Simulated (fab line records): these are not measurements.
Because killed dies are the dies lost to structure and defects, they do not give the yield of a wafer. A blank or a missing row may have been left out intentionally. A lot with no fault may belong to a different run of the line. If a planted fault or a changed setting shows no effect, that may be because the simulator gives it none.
Split-lot trial + flow n5 finfet + 21 wafers read from 7 lots, route of 1938 steps

== THE SPLIT ITSELF ==
At N5_PMOS_HMC_CHANNEL_EPI_PEB_07 (peb time 60 s), the setting peb time s was moved away from the recipe's 60 s on 11 of the 21 wafers read, by -20.1% to +22.2%. All remaining wafers had this setting at the recipe value.

== SPLIT TO READING: what lies between them in the file, 1 step ==
- N5_PMOS_HMC_CHANNEL_EPI_DEVELOP_08: develop time 30 s (also split here: develop time s)

== THE READING ==
Shown in nm: cd nm at N5_PMOS_HMC_CHANNEL_EPI_CD_MEAS_09, with target cd 237.4 nm. Typical for fault-free wafers on this fab line: 237.4 nm, with standard deviation 0.81 nm.

| wafer  | tool, chamber at the split | peb time s as run, s | against the recipe | cd nm, nm | against lot-mates on the recipe |
|--------|----------------------------|----------------------|--------------------|-----------|---------------------------------|
| L076.1 | litho track-04, 0          | 65.34                | +8.9%              | 241.1     | +4.7                            |
| L076.3 | litho track-04, 0          | 65.34                | +8.9%              | 239.2     | +2.8                            |
| L076.5 | litho track-04, 0          | 60                   | recipe             | 236.4     | -                               |
| L077.1 | litho track-03, 0          | 60                   | recipe             | 237.0     | -                               |
| L077.2 | litho track-03, 0          | 73.3                 | +22.2%             | 244.2     | +7.2                            |
| L077.4 | litho track-03, 0          | 73.3                 | +22.2%             | 244.5     | +7.5                            |
| L081.2 | litho track-02, 0          | 47.92                | -20.1%             | 226.1     | -11.5                           |
| L081.3 | litho track-02, 0          | 60                   | recipe             | 237.6     | -                               |
| L081.5 | litho track-02, 0          | 47.92                | -20.1%             | 227.1     | -10.5                           |
| L086.4 | litho track-03, 0          | 60                   | recipe             | 238.0     | -                               |
| L086.5 | litho track-03, 0          | 60                   | recipe             | 238.3     | -                               |
| L086.6 | litho track-03, 0          | 60                   | recipe             | 237.9     | -                               |
| L092.1 | litho track-04, 0          | 53.63                | -10.6%             | 233.0     | -3.7                            |
| L092.3 | litho track-04, 0          | 60                   | recipe             | 236.7     | -                               |
| L092.6 | litho track-04, 0          | 53.63                | -10.6%             | 233.4     | -3.3                            |
| L094.1 | litho track-02, 0          | 60                   | recipe             | 237.5     | -                               |
| L094.5 | litho track-02, 0          | 60                   | recipe             | 238.6     | -                               |
| L094.6 | litho track-02, 0          | 56.14                | -6.4%              | 233.7     | -4.4                            |
| L096.1 | litho track-03, 0          | 66.68                | +11.1%             | 242.7     | +4.3                            |
| L096.5 | litho track-03, 0          | 60                   | recipe             | 238.4     | -                               |
| L096.6 | litho track-03, 0          | 66.68                | +11.1%             | 241.9     | +3.5                            |

THE FIT
A straight line over all 21 wafers: cd nm changes by +0.414 nm for each +1% of peb time s; r = +0.97; the points scatter about the line by 1.2 nm.
The same after taking each lot's own level away (the mean of its wafers on the recipe; 21 wafers): +0.419 nm for each +1%; r = +0.97; scatter 1.1 nm.
That fit puts the effect of the largest move of peb time s on the reading at 9.3 nm.
The lots' own levels span 236.40 to 238.40 nm, that is 2.5 times the standard deviation above.
The two slopes are in agreement: the lot-to-lot level therefore moves the slope only a little.
Check: for one of the wafers moved furthest among these (+22.2%), held out of the fit, the line's prediction against its lot-mates is +9.28 nm. Against them it came out at +7.2 nm.

== FURTHER SPLITS ON THESE WAFERS ==
Note: prior to the reading, these wafers also went through further splits. Each is held against what the fit with the lots' levels taken away leaves over:
| other split on the same wafers                    | wafers away from the commonest value | r with cd nm (lot level and that fit taken away) |
|---------------------------------------------------|--------------------------------------|--------------------------------------------------|
| N5_ZERO_LAYER_EXPOSE_08 dose mj                   | 8                                    | +0.07                                            |
| N5_WELL_APT_COAT_02 spin rpm                      | 11                                   | -0.29                                            |
| N5_PMOS_HMC_CHANNEL_EPI_DEVELOP_08 develop time s | 5                                    | +0.45                                            |

== THE WHOLE CHAIN: every reading that the file lists as answering this split, in the file's order ==
| step                               | what it does             | reading                                                                     | change (the file's fit)               | r (the file's) |
|------------------------------------|--------------------------|-----------------------------------------------------------------------------|---------------------------------------|----------------|
| N5_PMOS_HMC_CHANNEL_EPI_CD_MEAS_09 | target cd 237.4 nm       | cd nm                                                                       | +0.42 nm for each +1% of the setting  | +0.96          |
| N5_PMOS_HMC_CHANNEL_EPI_DESCUM_14  | chemistry O2, time 7.9 s | PMOS_HMC_CHANNEL_EPI.cd nm (the simulator's own value, which no gauge read) | +0.417 nm for each +1% of the setting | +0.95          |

== FILE'S OWN FIT ==
cd nm changes by +0.42 nm for each +1% of peb time s, r = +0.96.
